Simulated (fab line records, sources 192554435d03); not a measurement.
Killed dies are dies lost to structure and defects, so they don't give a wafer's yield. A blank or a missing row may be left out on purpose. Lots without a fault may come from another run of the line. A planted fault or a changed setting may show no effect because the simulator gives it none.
fab line records | flow n5_finfet
record lots=6 wafers=16 last_day=18
route steps=1938 shown BEOL_M5@1148
lots that met no fault: from a run of the same line without faults
start_h: hours from the record's first day to the start of the lot's first wafer shown | wait_h: hours since the lot's step before | " the same as in the row above | L1.1+2: a row that stands for several wafers | - no value, or no start given | * or withheld: withheld | < > ~ a bound
route shown NAME@n: a module of which the file shows steps, and the number in the route of the first | usual: mean/standard deviation of fault-free wafers | same: alike in all rows | chamber/n: place in a boat | sites: the reading at each site | _std_site: their standard deviation | _edge_site: outer sites' mean less inner sites' | radius_mm: how far each site lies from the wafer's centre | mask NAME#n: copy n | behind: the tool/chamber that last shaped the wafer | hold: why the lot was held/for how many hours/how that ended | device: the transistor (n, p or np) that didn't switch | end of line: the same wafers' tests at the end of the route | a step without rows: its recipe alone | killed: dies lost to structure and defects at the first sort, not the wafer's yield | map: a wafer's dies, x killed, . not, _ none there
set.NAME: the setting as run; set.NAME@STEP: as run at that earlier step | model.NAME: the simulator's own value behind a step, which no gauge read
lots at some steps of the route; a table a step, a row a wafer
services: from which hour (start_h, from the record's first day; less than 0 if before it) a tool's chamber was out of use, for how many hours, and why
## steps
# step N5_BEOL_M5_CD_MEAS_28
# recipe target_cd_nm=30.6 landing_energy_ev=500 detector=se_inlens target_cd_y_nm=20 polarity=opening
# usual cd_nm=30.59/0.25
# columns lot.wafer tool chamber start_h wait_h cd_nm
L863.1 cd_sem-03 0 245.56 - 30.50
L863.2 " 0 " " 30.23
L863.3 " 0 " " 30.77
L864.1 cd_sem-02 0 249.28 - 30.39
L864.2 " 0 " " 30.70
L864.6 " 0 " " 30.30
L874.2 cd_sem-01 0 294.82 - 30.69
L874.3 " 0 " " 30.91
L874.4 " 0 " " 30.43
L872.3 cd_sem-03 0 295.56 - 30.73
L875.2 cd_sem-01 0 320.34 - 30.19
L875.3 " 0 " " 30.04
L875.6 " 0 " " 30.76
L877.1 cd_sem-03 0 322.71 - 30.41
L877.4 " 0 " " 30.57
L877.6 " 0 " " 30.72
# step N5_BEOL_M5_OVL_MEAS_29
# recipe points_per_wafer=522
# usual V4_OVL=-0.2/0.62
# columns lot.wafer tool chamber start_h wait_h V4_OVL[nm]
L863.1 overlay-01 0 245.60 0.0 0.4
L863.2 " 0 " " 0.5
L863.3 " 0 " " -0.6
L864.1 overlay-02 0 249.31 0.0 -0.9
L864.2 " 0 " " -0.5
L864.6 " 0 " " -0.8
L874.2 overlay-02 0 294.86 0.0 -0.1
L874.3 " 0 " " -0.2
L874.4 " 0 " " 1.0
L872.3 overlay-02 0 295.60 0.0 -0.7
L875.2 overlay-01 0 320.38 0.0 -0.6
L875.3 " 0 " " -0.6
L875.6 " 0 " " -0.2
L877.1 overlay-01 0 322.74 0.0 1.2
L877.4 " 0 " " -0.1
L877.6 " 0 " " 1.0
# step N5_BEOL_M5_INSPECT_30
# recipe mode=adi inspect_instrument=brightfield
# usual raw_defect_count=392/86
# columns lot.wafer tool chamber start_h wait_h raw_defect_count
L863.1 defect_inspect-01 - 245.65 0.1 330
L863.2 " - " " 365
L863.3 " - " " 245
L864.1 defect_inspect-02 - 249.37 0.1 550
L864.2 " - " " 488
L864.6 " - " " 356
L874.2 defect_inspect-01 - 294.91 0.0 347
L874.3 " - " " 302
L874.4 " - " " 341
L872.3 defect_inspect-01 - 295.65 0.0 297
L875.2 defect_inspect-01 - 320.44 0.1 430
L875.3 " - " " 508
L875.6 " - " " 466
L877.1 defect_inspect-01 - 322.80 0.1 272
L877.4 " - " " 413
L877.6 " - " " 310
# step N5_BEOL_M5_DESCUM_33
# recipe chemistry=O2 time_s=7 source_power_w=50 bias_power_w=20 pressure_mtorr=20 rf_frequency_hz=2.712e+07 temp_c=40 resist=CAR-EUV o2_flow_sccm=225
# step N5_BEOL_M5_ETCH_75
# recipe chemistry=N2/H2 target=underlayer target_depth_a=65 mask_material=CAR-EUV time_s=5.2 ion_energy_ev=200 pressure_mtorr=30 source_w=840 bias_w=150 n2_flow_sccm=200 h2_flow_sccm=200 ends=cleared
# step N5_BEOL_M5_ETCH_67
# recipe chemistry=CF4 target=SiARC target_depth_a=156 mask_material=CAR-EUV time_s=26 ion_energy_ev=80 pressure_mtorr=40 source_w=545 bias_w=36 Ar_flow_sccm=100 cf4_flow_sccm=100 ends=cleared
# step N5_BEOL_M5_ETCH_68
# recipe chemistry=N2/H2 target=SOC target_depth_a=800 overetch_a=160 mask_material=SiARC temp_c=40 time_s=120 ion_energy_ev=200 pressure_mtorr=30 source_w=840 bias_w=150 n2_flow_sccm=200 h2_flow_sccm=200
# step N5_BEOL_M5_STRIP_69
# recipe chemistry=N2/H2 temp_c=40 n2_flow_sccm=200 h2_flow_sccm=200 rf_frequency_hz=6e+07
# step N5_BEOL_M5_STRIP_76
# recipe chemistry=N2/H2 temp_c=40 n2_flow_sccm=200 h2_flow_sccm=200 rf_frequency_hz=6e+07
# step N5_BEOL_M5_VIA_ETCH_34
# recipe chemistry=C4F6/O2 target=SiCOH_lowk target_depth_a=883 mask_material=SOC taper_deg=4 time_s=39.2 ion_energy_ev=250 pressure_mtorr=30 source_w=345 bias_w=185 Ar_flow_sccm=300 C4F6_flow_sccm=10 O2_flow_sccm=10
# step N5_BEOL_M5_STRIP_85
# recipe chemistry=C4F6/O2 resist=SiARC rf_frequency_hz=6e+07
# step N5_BEOL_M5_STRIP_36
# recipe chemistry=N2/H2 power_w=450 temp_c=40 pressure_mtorr=20 rf_frequency_hz=6e+07 overash_fraction=0.3 bias_power_w=7 h2_frac=0.5 n2_flow_sccm=200 h2_flow_sccm=200
# usual chamber_pressure_mTorr=20.00/0.033 drypump_motor_current_A=5.8/0.4 n2_flow_sccm=200.0/0.69 oes_product_au=0.80/0.096 power_w=450.1/1.4 rf_vpp_V=59.3/1.6 showerhead_plenum_p_Torr=2.53/0.088 throttle_valve_pct=23.71/0.28
# columns lot.wafer tool chamber start_h wait_h chamber_pressure_mTorr drypump_motor_current_A n2_flow_sccm oes_product_au power_w rf_hours_counter_h rf_vpp_V showerhead_plenum_p_Torr throttle_valve_pct
L863.1 rie_diel-04 2 245.91 0.0 19.99 5.8 200.4 0.72 447.6 184 59.2 2.52 23.37
L863.2 " 0 " " 19.99 5.5 199.5 0.68 451.1 237 54.2 2.40 24.00
L863.3 " 3 " " 20.02 6.3 201.9 0.83 450.2 69 60.0 2.68 23.95
L864.1 rie_diel-02 2 249.63 0.0 20.00 5.9 200.6 0.74 450.9 161 58.9 2.54 24.03
L864.2 " 3 " " 20.03 4.9 198.7 0.71 450.8 225 60.8 2.40 23.94
L864.6 " 2 " " 20.04 5.9 199.6 0.75 450.4 - 60.9 2.54 24.03
L874.2 rie_diel-02 0 295.17 0.0 19.97 5.7 200.4 0.91 450.5 32 57.7 2.61 23.77
L874.3 " 2 " " 19.97 5.9 200.2 0.74 450.5 175 57.0 2.53 24.06
L874.4 " 0 " " 20.00 5.7 200.2 0.89 451.4 - 59.6 2.61 23.73
L872.3 rie_diel-02 0 295.91 0.0 19.97 5.7 200.3 0.87 449.6 33 59.6 2.61 23.75
L875.2 rie_diel-04 2 320.72 0.0 19.98 5.8 200.0 0.70 449.2 208 60.9 2.51 23.40
L875.3 " 1 " " 19.99 5.2 200.9 0.93 452.7 21 61.9 2.60 23.65
L875.6 " 1 " " 20.04 5.2 201.1 0.92 451.4 - 58.3 2.60 23.64
L877.1 rie_diel-04 3 323.06 0.0 20.02 6.3 200.6 0.81 450.3 93 60.7 2.67 23.96
L877.4 " 0 " " 19.97 5.6 200.1 1.03 451.8 0 54.8 2.71 23.63
L877.6 " 2 " " 20.00 5.8 200.9 0.70 450.2 - 57.8 2.51 23.44
# step N5_BEOL_M5_TRENCH_ETCH_37
# recipe chemistry=C4F6/O2 target_depth_a=716.52 target=SiCOH_lowk time_s=24.7 ion_energy_ev=250 pressure_mtorr=30 source_w=345 bias_w=185 Ar_flow_sccm=300 C4F6_flow_sccm=10 O2_flow_sccm=10
# usual chamber_pressure_mTorr=30.000/0.029 drypump_motor_current_A=5.8/0.4 oes_ar_750_au=0.80/0.09 oes_product_au=0.79/0.094 rf_vpp_V=665/11 showerhead_plenum_p_Torr=2.85/0.093 throttle_valve_pct=20.98/0.21
# columns lot.wafer tool chamber start_h wait_h chamber_pressure_mTorr drypump_motor_current_A oes_ar_750_au oes_product_au rf_hours_counter_h rf_vpp_V showerhead_plenum_p_Torr throttle_valve_pct model.etch.depth_nm model.BEOL_M5.feature_depth_nm
L863.1 rie_diel-04 2 245.95 - 30.044 5.8 0.72 0.71 184 652 2.84 21.00 70.22 70.2
L863.2 " 0 " " 30.005 5.5 0.71 0.68 237 655 2.71 21.22 68.73 68.8
L863.3 " 3 " " 29.949 6.3 0.82 0.82 69 655 3.01 21.02 69.1 69.2
L864.1 rie_diel-02 2 249.67 - 30.026 5.9 0.75 0.75 161 668 2.86 21.29 71.64 71.6
L864.2 " 3 " " 30.013 4.9 0.73 0.72 225 664 2.69 21.21 72.53 72.6
L864.6 " 2 " " 29.997 5.8 0.75 0.75 - 669 2.86 21.27 71.42 71.4
L874.2 rie_diel-02 0 295.21 - 30.034 5.7 0.89 0.92 32 669 2.89 20.68 74.34 74.4
L874.3 " 2 " " 30.029 5.8 0.74 0.74 175 669 2.86 21.29 71.22 71.2
L874.4 " 0 " " 30.002 5.7 0.90 0.92 - 669 2.89 20.68 74.49 74.4
L872.3 rie_diel-02 0 295.95 - 30.036 5.7 0.90 0.94 33 670 2.89 20.69 76.25 76.2
L875.2 rie_diel-04 2 320.76 - 30.007 5.8 0.71 0.70 208 652 2.83 21.04 70.63 70.6
L875.3 " 1 " " 30.001 5.2 0.89 0.91 21 676 2.93 20.81 71.37 71.4
L875.6 " 1 " " 29.952 5.2 0.89 0.91 - 675 2.93 20.81 71.29 71.2
L877.1 rie_diel-04 3 323.10 - 30.001 6.3 0.80 0.79 93 655 3.00 21.07 69.37 69.4
L877.4 " 0 " " 30.036 5.5 1.02 1.01 0 666 3.05 20.83 72.53 72.6
L877.6 " 2 " " 30.036 5.8 0.71 0.70 - 652 2.83 21.02 70.33 70.4
# step N5_BEOL_M5_ETCH_41
# recipe chemistry=CH3F/O2 target=SiCN target_depth_a=315 taper_deg=2 time_s=56.7 ion_energy_ev=120 mask_material=TiN pressure_mtorr=30 source_w=395 bias_w=75 Ar_flow_sccm=150 CH3F_flow_sccm=30 O2_flow_sccm=20
# step N5_BEOL_M5_STRIP_91
# recipe chemistry=N2/H2 time_s=10 power_w=450 temp_c=40 pressure_mtorr=20 rf_frequency_hz=6e+07 bias_power_w=7 n2_flow_sccm=200 h2_flow_sccm=200
# step N5_BEOL_M5_OCD_MEAS_38
# usual trench_depth_nm=71.3/0.98
# columns lot.wafer tool chamber start_h wait_h trench_depth_nm
L863.1 ocd-01 - 246.11 - 70.1
L863.2 " - " " 68.4
L863.3 " - " " 69.2
L864.1 ocd-01 - 249.82 - 72.2
L864.2 " - " " 72.4
L864.6 " - " " 71.7
L874.2 ocd-02 - 295.36 - 74.3
L874.3 " - " " 70.9
L874.4 " - " " 74.2
L872.3 ocd-02 - 296.11 - 76.0
L875.2 ocd-01 - 320.91 - 70.7
L875.3 " - " " 71.3
L875.6 " - " " 71.4
L877.1 ocd-01 - 323.25 - 69.1
L877.4 " - " " 72.6
L877.6 " - " " 70.9
# step N5_BEOL_M5_HM_STRIP_39
# recipe chemistry=peroxide_tin_strip material=TiN target_depth_a=250 temp_c=50 time_s=158
# step N5_BEOL_M5_SRD_40
# recipe time_s=30 temp_c=23 rinse_liquid=diw dry=ipa_marangoni
# step N5_BEOL_M5_PRECLEAN_42
# recipe chemistry=residue_remover time_s=60 temp_c=40
# step N5_BEOL_M5_SRD_43
# recipe time_s=30 temp_c=23 rinse_liquid=diw dry=ipa_marangoni
# step N5_BEOL_M5_CD_MEAS_35
# recipe target_cd_nm=28 target_cd_y_nm=24 polarity=opening
# usual cd_nm=27.9/0.38
# columns lot.wafer tool chamber start_h wait_h cd_nm
L863.1 cd_sem-02 - 246.27 0.0 28.2
L863.2 " - " " 27.9
L863.3 " - " " 27.6
L864.1 cd_sem-03 - 249.97 0.0 27.5
L864.2 " - " " 27.3
L864.6 " - " " 27.9
L874.2 cd_sem-01 - 295.52 0.0 28.1
L874.3 " - " " 28.1
L874.4 " - " " 28.2
L872.3 cd_sem-01 - 296.26 0.0 27.3
L875.2 cd_sem-01 - 321.06 0.0 27.6
L875.3 " - " " 27.9
L875.6 " - " " 28.3
L877.1 cd_sem-02 - 323.40 0.0 28.0
L877.4 " - " " 28.5
L877.6 " - " " 28.2
# step N5_BEOL_M5_CURE_80
# recipe temp_c=370 time_s=120 ambient=DMADMS/He material=SiCOH_lowk
# step N5_BEOL_M5_DEGAS_44
# recipe ambient=vacuum temp_c=250 time_s=60
# step N5_BEOL_M5_PRE_CLEAN_45
# recipe gas=H2/He time_s=30 temp_c=250
# step N5_BEOL_M5_ALD_86
# recipe material=TaN target_thk_a=* temp_c=275 ald_precursor_family=PDMAT ald_co_reactant=NH3 pressure_torr=3 carrier_flow_sccm=1500 pulse_time_s=2 purge_time_s=3 co_reactant_purge_time_s=2 co_reactant_pulse_time_s=3 ald_cycles=30 precursor_vessel_temp_c=75 precursor_vessel_pressure_torr=26.25 precursor_vessel_carrier_sccm=1000
# step N5_BEOL_M5_SURFACE_TREAT_87
# recipe gas=Ar time_s=* ion_energy_ev=* ion_current_ma_cm2=0.5 pressure_mtorr=* ar_flow_sccm=30
# step N5_BEOL_M5_CVD_47
# recipe material=Co target_thk_a=30 temp_c=withheld precursor=CCTBA/H2 pressure_torr=30 time_s=216
# step N5_BEOL_M5_SPUTTER_48
# recipe material=Cu target_thk_a=150 temp_c=-20 chamber_pressure_pa=0.07 power_w=withheld time_s=27.62
# usual susceptor_temp_C=-20.01/0.11 throttle_valve_pct=30.1/1
# columns lot.wafer tool chamber start_h wait_h susceptor_temp_C throttle_valve_pct
L863.1 pvd_sputter-03 - 247.58 0.2 -20.15 30.3
L863.2 " - " " -20.02 30.8
L863.3 " - " " -19.95 29.9
L864.1 pvd_sputter-02 - 251.50 0.2 -20.02 30.7
L864.2 " - " " -20.11 28.0
L864.6 " - " " -20.15 28.0
L874.2 pvd_sputter-01 - 297.25 0.1 -20.00 30.9
L874.3 " - " " -20.03 29.9
L874.4 " - " " -19.96 32.1
L872.3 pvd_sputter-02 - 298.42 0.3 -19.94 29.0
L875.2 pvd_sputter-03 - 323.97 0.1 -19.85 29.3
L875.3 " - " " -20.21 30.8
L875.6 " - " " -19.93 30.7
L877.1 pvd_sputter-01 - 324.44 0.1 -20.11 29.6
L877.4 " - " " -20.10 30.7
L877.6 " - " " -19.96 31.9
# step N5_BEOL_M5_ANNEAL_49
# recipe temp_c=400 time_s=1800 ambient=vacuum
# step N5_BEOL_M5_SPUTTER_81
# recipe material=Cu target_thk_a=150 temp_c=-20 chamber_pressure_pa=0.07 power_w=withheld time_s=27.62
# step N5_BEOL_M5_ANNEAL_82
# recipe temp_c=400 time_s=1800 ambient=vacuum
# step N5_BEOL_M5_SPUTTER_83
# recipe material=Cu target_thk_a=150 temp_c=-20 chamber_pressure_pa=0.07 power_w=withheld time_s=27.62
# step N5_BEOL_M5_ANNEAL_84
# recipe temp_c=400 time_s=1800 ambient=vacuum
# step N5_BEOL_M5_SPUTTER_88
# recipe material=Cu target_thk_a=150 temp_c=-20 chamber_pressure_pa=0.07 power_w=withheld time_s=27.62
# step N5_BEOL_M5_ANNEAL_89
# recipe temp_c=400 time_s=1800 ambient=vacuum
# step N5_BEOL_M5_SPUTTER_90
# recipe material=Cu target_thk_a=45 temp_c=-20 chamber_pressure_pa=0.07 power_w=withheld time_s=8.29
# usual susceptor_temp_C=-20.00/0.096 throttle_valve_pct=30.1/1
# columns lot.wafer tool chamber start_h wait_h susceptor_temp_C throttle_valve_pct
L863.1 pvd_sputter-03 - 251.93 0.5 -20.11 30.6
L863.2 " - " " -20.04 30.7
L863.3 " - " " -19.86 30.3
L864.1 pvd_sputter-02 - 255.84 0.5 -20.02 30.5
L864.2 " - " " -20.05 28.1
L864.6 " - " " -20.08 28.2
L874.2 pvd_sputter-01 - 301.59 0.5 -19.99 31.0
L874.3 " - " " -20.01 29.8
L874.4 " - " " -20.00 32.1
L872.3 pvd_sputter-02 - 302.77 0.5 -19.94 28.8
L875.2 pvd_sputter-03 - 328.32 0.5 -20.06 29.8
L875.3 " - " " -20.04 30.7
L875.6 " - " " -19.92 30.8
L877.1 pvd_sputter-01 - 328.78 0.5 -19.99 29.4
L877.4 " - " " -20.20 30.9
L877.6 " - " " -19.91 31.9
# step N5_BEOL_M5_ECD_50
# recipe material=Cu target_thk_a=3000
# step N5_BEOL_M5_ANNEAL_51
# recipe temp_c=225 time_s=90 ambient=N2
# step N5_BEOL_M5_CMP_52
# recipe stop_on=SiCOH_lowk t_overpolish_s=6.9 down_force_psi=1 platen_rpm=50 clearing_platen_down_force_psi=1.5 clearing_platen_rpm=50 post_cmp_clean=cu_alkaline target_thk_nm=62 clearing_platen_pad_velocity_m_s=0.99484 pad_velocity_m_s=0.99484
# usual barrier_field_endpoint_s=24.6/0.53 clearing_platen_rpm=49.997/0.026 motor_current_A=6.2/0.68 overpolish_run_s=6.901/0.0093 time_to_endpoint_s=62.8/2.8
# columns lot.wafer tool chamber start_h wait_h barrier_field_endpoint_s clearing_platen_rpm motor_current_A overpolish_run_s time_to_endpoint_s model.Cu_of_BEOL_M5_ECD_50.thk_nm
L863.3 cmp-04 3 252.47 0.2 24.5 49.983 7.0 6.897 62.3 59.2
L863.2 " 0 " " 24.6 50.029 7.3 6.892 64.7 58.6
L863.1 " 1 " " 24.8 50.047 6.2 6.905 64.8 60.6
L864.1 cmp-04 2 256.38 0.3 24.6 49.929 6.1 6.908 61.7 63
L864.2 " 0 " " 24.5 50.003 7.4 6.904 64.8 64.4
L864.6 " 1 " " 25.4 50.047 6.1 6.903 67.9 62.4
L874.4 cmp-03 2 302.09 0.1 24.9 49.994 5.6 6.904 62.3 65.8
L874.3 " 3 " " 24.4 50.003 5.3 6.890 59.5 58.8
L874.2 " 0 " " 24.5 50.013 7.1 6.905 63.3 66.6
L872.3 cmp-03 0 303.34 0.2 25.5 49.995 6.8 6.895 70.0 68.6
L875.3 cmp-01 0 328.82 0.2 24.2 50.001 5.5 6.889 60.5 62.4
L875.2 " 3 " " 23.3 49.998 6.6 6.905 57.3 60.2
L875.6 " 1 " " 24.1 49.990 6.5 6.923 58.8 60.6
L877.4 cmp-03 2 329.51 0.2 24.8 49.962 5.6 6.887 66.3 63.6
L877.1 " 0 " " 25.2 49.990 6.6 6.918 66.4 60.4
L877.6 " 2 " " 25.7 49.995 5.2 6.909 65.7 60.8
# step N5_BEOL_M5_THK_MEAS_53
# recipe thk_meas_gauge=xrf reads=Cu_of_BEOL_M5_ECD_50
# usual M5_THK=61.3/1.5
# columns lot.wafer tool chamber start_h wait_h M5_THK[nm]
L863.1 film_metro-02 - 252.72 - 60.0
L863.2 " - " " 58.1
L863.3 " - " " 58.3
L864.1 film_metro-02 - 256.64 - 63.3
L864.2 " - " " 64.8
L864.6 " - " " 62.5
L874.2 film_metro-01 - 302.39 - 65.6
L874.3 " - " " 57.7
L874.4 " - " " 64.6
L872.3 film_metro-02 - 303.57 - 68.2
L875.2 film_metro-02 - 329.12 - 59.3
L875.3 " - " " 61.6
L875.6 " - " " 59.9
L877.1 film_metro-01 - 329.76 - 61.1
L877.4 " - " " 64.1
L877.6 " - " " 61.5
# step N5_BEOL_M5_PRE_CLEAN_77
# recipe gas=NH3/H2 time_s=15 temp_c=* rf_power_w=300
# usual heater_power_w=84/15 susceptor_temp_C=*
# columns lot.wafer tool chamber start_h wait_h heater_power_w susceptor_temp_C
L863.1 cvd_co-01 0 252.76 0.0 61 *
L863.2 " 1 " " 77 *
L863.3 " 2 " " 78 *
L864.1 cvd_co-01 1 256.67 0.0 79 *
L864.2 " 0 " " 63 *
L864.6 " 0 " " 63 *
L874.2 cvd_co-02 1 302.42 0.0 107 *
L874.3 " 2 " " 86 *
L874.4 " 0 " " 104 *
L872.3 cvd_co-02 2 303.61 0.0 87 *
L875.2 cvd_co-01 0 329.15 0.0 62 *
L875.3 " 1 " " 77 *
L875.6 " 2 " " 77 *
L877.1 cvd_co-02 2 329.80 0.0 87 *
L877.4 " 0 " " 104 *
L877.6 " 2 " " 87 *
# step N5_BEOL_M5_CO_CAP_78
# recipe material=Co target_thk_a=20 temp_c=200 precursor=CCTBA/H2 pressure_torr=30 time_s=102.1
# usual heater_power_w=235/20 susceptor_temp_C=199.99/0.19
# columns lot.wafer tool chamber start_h wait_h heater_power_w susceptor_temp_C
L863.1 cvd_co-01 0 252.80 0.0 207 199.84
L863.2 " 1 " " 229 199.92
L863.3 " 2 " " 228 199.88
L864.1 cvd_co-01 1 256.71 0.0 231 200.23
L864.2 " 0 " " 210 200.03
L864.6 " 0 " " 213 200.05
L874.2 cvd_co-02 1 302.46 0.0 265 200.10
L874.3 " 2 " " 239 200.05
L874.4 " 0 " " 254 200.04
L872.3 cvd_co-02 2 303.65 0.0 231 200.05
L875.2 cvd_co-01 0 329.19 0.0 201 199.94
L875.3 " 1 " " 224 199.93
L875.6 " 2 " " 225 200.09
L877.1 cvd_co-02 2 329.84 0.0 241 199.86
L877.4 " 0 " " 264 200.00
L877.6 " 2 " " 238 199.68
# step N5_BEOL_M5_RS_MEAS_57
# recipe thk_meas_gauge=four-point-probe reads=Co_of_BEOL_M5_CO_CAP_78+Cu_of_BEOL_M5_ECD_50+Co_of_BEOL_M5_CVD_47+TaN_of_BEOL_M5_ALD_86
# usual M5_RS=0.390/0.01
# columns lot.wafer tool chamber start_h wait_h M5_RS[ohm/sq]
L863.1 film_metro-02 - 252.98 0.0 0.398
L863.2 " - " " 0.414
L863.3 " - " " 0.408
L864.1 film_metro-01 - 256.91 0.1 0.378
L864.2 " - " " 0.369
L864.6 " - " " 0.383
L874.2 film_metro-02 - 302.65 0.1 0.355
L874.3 " - " " 0.413
L874.4 " - " " 0.361
L872.3 film_metro-02 - 303.83 0.1 0.342
L875.2 film_metro-01 - 329.38 0.1 0.401
L875.3 " - " " 0.383
L875.6 " - " " 0.397
L877.1 film_metro-01 - 330.02 0.0 0.400
L877.4 " - " " 0.375
L877.6 " - " " 0.396
## services
# columns tool chamber start_h hours kind
rie_diel-04 1 225.88 - clean
rie_diel-04 1 225.88 - consumable_replace:focus_ring
rie_diel-04 1 225.88 31.8 scheduled_down
rie_diel-04 1 225.88 31.8 vent_cycle
cmp-04 - 227.87 4.1 pm
cmp-01 - 240.40 0.8 repair
cmp-03 - 240.84 7.0 pm
cmp-04 - 249.13 2.6 repair
rie_diel-02 1 257.11 6.0 repair
cmp-01 - 262.66 2.6 repair
cvd_co-02 - 265.01 0.8 repair
cmp-01 - 269.90 1.7 repair
cvd_co-01 0 277.40 5.5 repair
cmp-03 - 279.49 4.0 pm
rie_diel-04 0 284.54 18.3 repair
rie_diel-02 3 293.80 6.4 repair
cmp-04 - 300.89 0.4 repair
rie_diel-04 0 307.97 - clean
rie_diel-04 0 307.97 - consumable_replace:focus_ring
rie_diel-04 0 307.97 - consumable_replace:showerhead
rie_diel-04 0 307.97 12.6 scheduled_down
pvd_sputter-02 - 310.46 4.5 repair
pvd_sputter-02 - 324.98 1.7 repair
cmp-04 - 325.59 4.0 pm
## key
first_sign step=N5_BEOL_M5_OCD_MEAS_38 reading=trench_depth_nm direction=up sigmas=3.6 usual=71.3 struck=74.9
effect step=N5_BEOL_M5_THK_MEAS_53 reading=M5_THK direction=up sigmas=3.3 usual=61.3 struck=66.1
effect step=N5_BEOL_M5_RS_MEAS_57 reading=M5_RS direction=down sigmas=3.7 usual=0.390 struck=0.353
model_effect step=N5_BEOL_M5_TRENCH_ETCH_37 value=etch.depth_nm without=71.15 struck=75.03
model_effect step=N5_BEOL_M5_CMP_52 value=Cu_of_BEOL_M5_ECD_50.thk_nm without=63 struck=67
met_at N5_BEOL_M5_TRENCH_ETCH_37
struck_wafers L872.3,L874.2,L874.4
rows_end L872.3,L874.2,L874.4
fault kind=process_parameter_drift tool=rie_diel-02 chamber=0 onset_h=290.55 steps=N5_BEOL_M5_TRENCH_ETCH_37 channel=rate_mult offset=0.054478 shape=step
# rows_end: these wafers met a further fault down the route, and their rows from its step on are left out
